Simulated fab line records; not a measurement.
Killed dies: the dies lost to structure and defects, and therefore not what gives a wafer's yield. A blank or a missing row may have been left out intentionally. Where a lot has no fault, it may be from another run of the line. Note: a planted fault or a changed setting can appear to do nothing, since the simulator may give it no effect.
fab line records | flow nandHarc
[record] lots = 5 wafers = 15 lastDay = 34
route steps=1302 shown P_GATE@185 END@1302
lots untouched by any fault: they come from a run of this same line in which no faults occurred
startH: hours from the record's opening day to when the first of the lot's shown wafers began | waitH: hours from the lot's prior step to this one | " unchanged from the row above | L1.1+2: several wafers, shown together as one row | - no value present, or no start provided | * or withheld: withheld | < > ~ a bound
route shown NAME@n: a module of which the file shows steps, and the number in the route of the first | usual: mean/standard deviation taken from wafers without a fault | same: alike in all rows | chamber/n: place in a boat | sites: readings site by site | _std_site: how widely they spread, as a standard deviation | _edge_site: inner sites' mean taken away from outer sites' mean | radiusMm: for every site, how far away it sits from the centre of the wafer | mask NAME#n: copy n | behind: the last tool/chamber to shape the wafer | hold: reason for holding the lot/hours on hold/outcome of the hold | device: whichever transistor did not switch (one of n, p or np) | end of line: the tests these same wafers got at the end of their route | step lacking rows: just its recipe | killed: dies lost to structure and defects at the first sort, not the wafer's yield | map: a wafer's dies, marking killed ones x, the rest . and places with no die _
set.NAME: the setting that was run; set.NAME@STEP: the one run at that earlier step | model.NAME: the simulator's own value behind a step, which no gauge read
lots seen at some steps along the route; tables by step, rows by wafer
services: when a tool's chamber went out of use (startH, in hours from the record's first day, below 0 if earlier), for how many hours, and the reason
[[steps]]
[step NHARC_P_GATE_CD_MEAS_59]
[recipe] targetCdNm = 720 landingEnergyEv = 500
[usual] cdNm = 721.3/2.4
// columns lot.wafer tool chamber startH waitH cdNm
L259.3 cdSem-01 0 121.80 - 718.4
L259.4 " 0 " " 721.4
L259.6 " 0 " " 718.2
L268.1 cdSem-03 0 221.57 - 721.4
L268.3 " 0 " " 717.5
L268.4 " 0 " " 719.3
L272.1 cdSem-03 0 259.34 - 722.8
L272.2 " 0 " " 724.4
L272.3 " 0 " " 717.1
L278.1 cdSem-02 0 311.85 - 726.1
L278.5 " 0 " " 718.4
L278.6 " 0 " " 722.9
L281.2 cdSem-01 0 343.62 - 722.6
L281.4 " 0 " " 719.6
L281.6 " 0 " " 726.2
[step NHARC_P_GATE_HARDBAKE_60]
[recipe] tempC = 125 timeS = 80
[step NHARC_P_GATE_DESCUM_61]
[recipe] timeS = 3 o2FlowSccm = 200 arFlowSccm = 0 biasPowerW = 0 chemistry = O2
[usual] chamberPressureMTorr = 60.01/0.055 drypumpMotorCurrentA = 5.80/0.29 oesProductAu = 0.993/0.011 rfVppV = 57.9/0.93 showerheadPlenumPTorr = 1.92/0.11 throttleValvePct = 11.312/0.0098
// columns lot.wafer tool chamber startH waitH chamberPressureMTorr drypumpMotorCurrentA oesProductAu rfHoursCounterH rfVppV showerheadPlenumPTorr throttleValvePct
L259.4 rieDiel-01 2 121.98 - 60.04 5.75 0.993 4.0 58.9 2.05 11.316
L259.3 " 0 " " 59.90 6.04 0.989 4.7 57.5 1.81 11.322
L259.6 " 2 " " 60.12 5.77 1.003 - 57.9 2.05 11.297
L268.1 rieDiel-01 2 221.73 - 60.14 5.71 0.972 0.7 58.9 2.05 11.307
L268.3 " 3 " " 59.95 5.85 0.980 0.9 60.2 2.03 11.328
L268.4 " 0 " " 60.07 6.01 0.975 0.7 56.4 1.80 11.307
L272.3 rieDiel-01 2 259.50 - 60.00 5.72 0.982 2.3 59.2 2.05 11.307
L272.1 " 0 " " 59.98 6.02 0.989 2.8 56.5 1.80 11.310
L272.2 " 1 " " 59.99 5.40 0.994 2.3 55.5 1.83 11.326
L278.1 rieDiel-01 3 312.03 - 59.99 5.87 0.978 6.1 58.4 2.03 11.317
L278.6 " 1 " " 60.07 5.43 1.001 - 57.6 1.82 11.324
L278.5 " 2 " " 60.07 5.77 0.980 - 58.6 2.05 11.316
L281.2 rieDiel-01 1 343.79 - 59.99 5.39 1.000 7.9 58.7 1.82 11.316
L281.4 " 2 " " 59.87 5.74 0.995 7.9 58.3 2.05 11.313
L281.6 " 0 " " 59.98 6.00 0.977 - 56.0 1.80 11.310
[step NHARC_P_GATE_IMPLANT_62]
[recipe] energyKev = 20 doseCm2 = 3e+15 tiltDeg = 7
[step NHARC_P_GATE_STRIP_112]
[recipe] powerW = 1500 tempC = 110 timeS = 200 chemistry = N2/H2
[usual] drypumpMotorCurrentA = 5.9/0.67 heaterPowerW = 83/5.2
// columns lot.wafer tool chamber startH waitH drypumpMotorCurrentA heaterPowerW rfHoursCounterH
L259.4 plasmaAsher-01 1 122.43 0.2 4.9 88 -
L259.3 " 0 " " 6.3 84 -
L259.6 " 0 " " 6.3 82 -
L268.1 plasmaAsher-01 1 222.10 0.2 4.9 85 9
L268.3 " 1 " " 4.9 88 -
L268.4 " 0 " " 6.3 86 -
L272.2 plasmaAsher-01 1 259.87 0.2 4.9 85 18
L272.1 " 0 " " 6.3 86 18
L272.3 " 1 " " 4.9 87 -
L278.1 plasmaAsher-01 1 312.38 0.2 4.9 85 29
L278.5 " 1 " " 4.9 86 -
L278.6 " 0 " " 6.3 83 -
L281.2 plasmaAsher-02 0 344.15 0.2 6.1 89 20
L281.4 " 1 " " 6.6 71 -
L281.6 " 0 " " 6.1 87 -
[step NHARC_P_GATE_STRIP_76]
[recipe] powerW = 1500 tempC = 250 chemistry = O2
[usual] drypumpMotorCurrentA = 5.9/0.67 heaterPowerW = 311/19
// columns lot.wafer tool chamber startH waitH drypumpMotorCurrentA heaterPowerW rfHoursCounterH
L259.4 plasmaAsher-01 1 122.63 0.2 4.9 323 -
L259.3 " 0 " " 6.3 310 -
L259.6 " 0 " " 6.3 318 -
L268.1 plasmaAsher-01 1 222.37 0.2 4.9 325 9
L268.3 " 1 " " 4.9 327 -
L268.4 " 0 " " 6.3 329 -
L272.2 plasmaAsher-01 1 260.13 0.2 4.9 326 19
L272.1 " 0 " " 6.3 315 19
L272.3 " 1 " " 4.9 321 -
L278.1 plasmaAsher-01 1 312.64 0.2 4.9 321 30
L278.5 " 1 " " 4.9 328 -
L278.6 " 0 " " 6.3 312 -
L281.2 plasmaAsher-02 0 344.41 0.2 6.1 324 20
L281.4 " 1 " " 6.6 262 -
L281.6 " 0 " " 6.1 327 -
[step NHARC_P_GATE_STRIP_63]
[recipe] timeS = 900 tempC = 130 chemistry = SPM
[step NHARC_P_GATE_DEHYDRATE_83]
[recipe] tempC = 150 timeS = 120
[step NHARC_P_GATE_HMDS_84]
[recipe] timeS = 30
[step NHARC_P_GATE_COAT_85]
[recipe] spinRpm = 3000
[step NHARC_P_GATE_SOFTBAKE_86]
[recipe] tempC = 122 timeS = 95
[step NHARC_P_GATE_EBR_87]
[step NHARC_P_GATE_EXPOSE_88]
[recipe] na = 0.6 targetCdNm = 2000 doseMj = 11.87 maskId = P_HVN
[usual] focusOffsetNm = 0.0/0.49
// columns lot.wafer tool chamber startH waitH mask focusOffsetNm
L259.3 krfScanner-04 0 123.38 - P_HVN#0 -0.3
L259.4 " 0 " " P_HVN#0 -0.3
L259.6 " 0 " " P_HVN#0 0.4
L268.1 krfScanner-04 0 223.13 - P_HVN#0 -0.2
L268.3 " 0 " " P_HVN#0 -0.5
L268.4 " 0 " " P_HVN#0 -0.5
L272.1 krfScanner-04 0 260.89 - P_HVN_R1#0 -0.9
L272.2 " 0 " " P_HVN_R1#0 -0.7
L272.3 " 0 " " P_HVN_R1#0 -0.7
L278.1 krfScanner-04 0 313.40 - P_HVN#0 -0.5
L278.5 " 0 " " P_HVN#0 -0.3
L278.6 " 0 " " P_HVN#0 -0.8
L281.2 krfScanner-01 0 345.17 - P_HVN#0 0.2
L281.4 " 0 " " P_HVN#0 0.6
L281.6 " 0 " " P_HVN#0 1.1
[step NHARC_P_GATE_PEB_89]
[recipe] pebTempC = 118 pebTimeS = 85
[step NHARC_P_GATE_DEVELOP_90]
[recipe] timeS = 70
[step NHARC_P_GATE_CD_MEAS_91]
[recipe] targetCdNm = 2000 landingEnergyEv = 500
[usual] cdNm = 2000.8/2.4
// columns lot.wafer tool chamber startH waitH cdNm
L259.3 cdSem-03 0 123.53 - 1999.6
L259.4 " 0 " " 1999.0
L259.6 " 0 " " 2003.6
L268.1 cdSem-01 0 223.28 - 2000.8
L268.3 " 0 " " 1999.4
L268.4 " 0 " " 1998.4
L272.1 cdSem-03 0 261.04 - 2247.4
L272.2 " 0 " " 2248.6
L272.3 " 0 " " 2247.8
L278.1 cdSem-03 0 313.55 - 1999.5
L278.5 " 0 " " 2001.6
L278.6 " 0 " " 1999.4
L281.2 cdSem-01 0 345.33 - 2003.7
L281.4 " 0 " " 2004.5
L281.6 " 0 " " 2004.0
[step NHARC_P_GATE_HARDBAKE_92]
[recipe] tempC = 125 timeS = 80
[step NHARC_P_GATE_DESCUM_93]
[recipe] timeS = 3 o2FlowSccm = 200 arFlowSccm = 0 biasPowerW = 0 chemistry = O2
[usual] chamberPressureMTorr = 60.00/0.058 drypumpMotorCurrentA = 5.76/0.28 oesProductAu = 0.997/0.011 rfVppV = 57.8/0.84 showerheadPlenumPTorr = 1.90/0.099 throttleValvePct = 11.311/0.0088
// columns lot.wafer tool chamber startH waitH chamberPressureMTorr drypumpMotorCurrentA oesProductAu rfHoursCounterH rfVppV showerheadPlenumPTorr throttleValvePct model.P_GATE.cdNm
L259.3 rieDiel-01 0 123.69 - 59.90 6.00 0.982 4.7 58.0 1.81 11.313 2001
L259.4 " 0 " " 60.07 6.02 0.983 - 57.9 1.81 11.308 2000
L259.6 " 1 " " 60.13 5.39 0.991 - 58.5 1.83 11.322 2003
L268.1 rieDiel-07 1 223.44 - 59.88 5.53 0.998 5.2 58.0 1.91 11.299 2001
L268.4 " 2 " " 59.95 5.62 0.995 6.4 56.0 1.78 11.315 1998
L268.3 " 3 " " 60.02 5.29 0.979 6.3 56.6 1.84 11.322 1999
L272.2 rieDiel-02 1 261.20 - 60.08 5.72 0.988 1.6 58.0 2.02 11.294 2249
L272.3 " 3 " " 60.04 6.24 1.016 0.3 57.3 1.95 11.315 2247
L272.1 " 0 " " 60.02 6.32 0.999 1.6 55.9 1.79 11.294 2248
L278.1 rieDiel-02 1 313.71 - 60.04 5.68 0.996 3.9 57.8 2.01 11.315 1999
L278.6 " 1 " " 59.98 5.68 0.999 - 58.9 2.01 11.301 1999
L278.5 " 2 " " 60.10 5.85 0.993 - 57.4 1.86 11.318 2002
L281.2 rieDiel-07 0 345.52 - 60.13 5.92 1.005 2.3 59.3 2.03 11.304 2005
L281.6 " 1 " " 60.07 5.51 1.032 - 58.3 1.90 11.304 2004
L281.4 " 2 " " 59.93 5.62 0.993 - 56.6 1.78 11.331 2004
[step NHARC_P_GATE_IMPLANT_94]
[recipe] energyKev = 60 doseCm2 = 2e+15 tiltDeg = 7
[step NHARC_END_SORT_01]
[recipe] tempC = 25
[usual] killedAtArray = 56/17 killedAtOther = 0.9/1.2 killedAtPeriphery = 3.9/2.5 killedDies = 61/17 killedOpen = 3.2/1.8 killedShort = 2.7/1.7
[same] grossDies = 677
// columns lot.wafer tool chamber startH waitH killedAtArray killedAtOther killedAtPeriphery killedDies killedOpen killedShort
L272.1 prober-01 0 739.19 2.5 83 0 30 113 2 2
L272.2 prober-01 0 739.99 2.8 69 2 30 101 3 6
L272.3 prober-01 0 740.80 3.1 57 1 30 88 2 4
// killed by level:class
L272.1 A_SLIT:chamberFilmFlake=35 A_CHANNEL_HOLE_D1:chamberFilmFlake=31 P_GATE:areaExpose=27 A_CONTACT:chamberFilmFlake=5 P_GATE:chamberFilmFlake=3 A_STAIRCASE:chamberFilmFlake=3 A_CHANNEL_FILL_D1:geometricParticle:open=2 A_ZERO_WELL:chamberFilmFlake=2
L272.2 A_CHANNEL_HOLE_D1:chamberFilmFlake=32 P_GATE:areaExpose=27 A_SLIT:chamberFilmFlake=17 A_CONTACT:chamberFilmFlake=7 A_WL_FILL:chamberFilmFlake=5 P_M0:geometricParticle:open=2 A_WL_FILL:geometricParticle:short=2 THIN_TSV:chamberFilmFlake=2
L272.3 A_CHANNEL_HOLE_D1:chamberFilmFlake=28 P_GATE:areaExpose=25 A_SLIT:chamberFilmFlake=18 A_WL_FILL:chamberFilmFlake=3 P_M0:geometricParticle:short=2 P_GATE:chamberFilmFlake=2 A_CONTACT:chamberFilmFlake=2 A_M0:chamberFilmFlake=2
// map L272.1 (x killed, . not)
____________.____________
_________.....x._________
_______x.xx......._______
______xx...........______
_____..xx.x..x.x.x.x_____
____.xxxxx..x........____
____.xx.xxx.........x____
___..x.xxxx..x.......x___
___...x.xxx...x.......___
__.....x.x.............__
__....x...x.x........x.__
_x......x...x....x......_
_.......x........x.....x_
_................x..x..x_
_.................x....._
_.............xx.x......_
.......x......xxx....x...
..............xxxxx......
................xx.x.....
..............xxx.x.....x
x.....x......x.xxxx.....x
_.............xxxx.....x_
_.............xx.x....xx_
_.............xx......xx_
_.....................x._
_......................x_
__..........x.......x..__
__....x................__
___.............x.....___
___...................___
____.................____
____.........x.....x.____
_____............x.._____
______..........x..______
_______.x..x..xx.x_______
_________.....x._________
____________.____________
// map L278.6 (x killed, . not)
____________.____________
_________......._________
_______.x........._______
______......x.x....______
_____.....xx.xx....._____
____............x....____
____.................____
___..........x........___
___.............x.....___
__...................x.__
__.....................__
_......................._
_......................._
_......................._
_......................._
_..........x............_
............x........x..x
.............x.x.....x.x.
..............x.xx.......
............x.xx.x....x..
......x..........x.......
_...............x.....x._
_.......x..............._
_......................._
_........x.............._
_........x.............._
__.x...................__
__.................xx..__
___.......x.......x...___
___..........xx.x.xxx.___
____.............xxxx____
____.....x.......xxxx____
_____...........xxxx_____
______..........x.x______
_______.........xx_______
_________......._________
____________.____________
[[services]]
// columns tool chamber startH hours kind
rieDiel-07 - 117.20 9.0 pm
rieDiel-02 - 118.30 0.6 repair
rieDiel-02 - 121.04 0.2 repair
krfScanner-04 - 126.96 1.3 repair
rieDiel-07 1 147.18 7.6 repair
rieDiel-02 1 158.56 31.6 repair
plasmaAsher-01 - 165.00 9.0 pm
rieDiel-07 0 171.99 1.6 repair
krfScanner-04 - 185.41 4.0 pm
rieDiel-02 1 191.53 11.1 repair
rieDiel-02 0 192.63 1.2 repair
rieDiel-01 - 204.31 9.0 pm
rieDiel-02 2 212.08 1.7 repair
rieDiel-02 - 216.70 9.0 pm
rieDiel-02 3 228.12 17.8 repair
rieDiel-07 0 235.24 6.1 repair
plasmaAsher-02 - 249.25 9.0 pm
rieDiel-07 3 255.63 10.9 repair
plasmaAsher-01 - 292.50 0.5 repair
rieDiel-07 - 294.26 9.0 pm
rieDiel-01 3 319.03 2.6 repair
krfScanner-04 - 321.35 0.7 repair
plasmaAsher-01 - 342.00 9.0 pm
rieDiel-07 3 344.76 8.5 repair
[[key]]
[firstSign] step = NHARC_P_GATE_EXPOSE_88 reading = mask direction = changed
[effect] step = NHARC_P_GATE_CD_MEAS_91 reading = cdNm direction = up sigmas = 99+ usual = 2000.8 struck = 2247.9
[effect] step = NHARC_END_SORT_01 reading = killedAtPeriphery direction = up sigmas = 11 usual = 3.9 struck = 30
[modelEffect] step = NHARC_P_GATE_DESCUM_93 value = P_GATE.cdNm without = 2002 struck = 2248
[moreKillsBornAt] NHARC_P_GATE_EXPOSE_88@krfScanner-04 = 79
metAt NHARC_P_GATE_EXPOSE_88
struckWafers L272.1,L272.2,L272.3
testerLeftOut L272
onsetBetween 223.13 260.89
[fault] kind = wrongMask tool = any chamber = - onsetH = 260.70 steps = NHARC_P_GATE_EXPOSE_88 auxCopy = P_HVN_R1#0 cdOffsetNm = 245.88 scope = struckLotsOnly
// testerLeftOut: of these lots the tester's yield and bins aren't shown, on N5 and GAA mostly nor the transistor test; their killed dies are dies lost to structure and defects alone, not to doping, threshold or leakage, so they don't give the yield
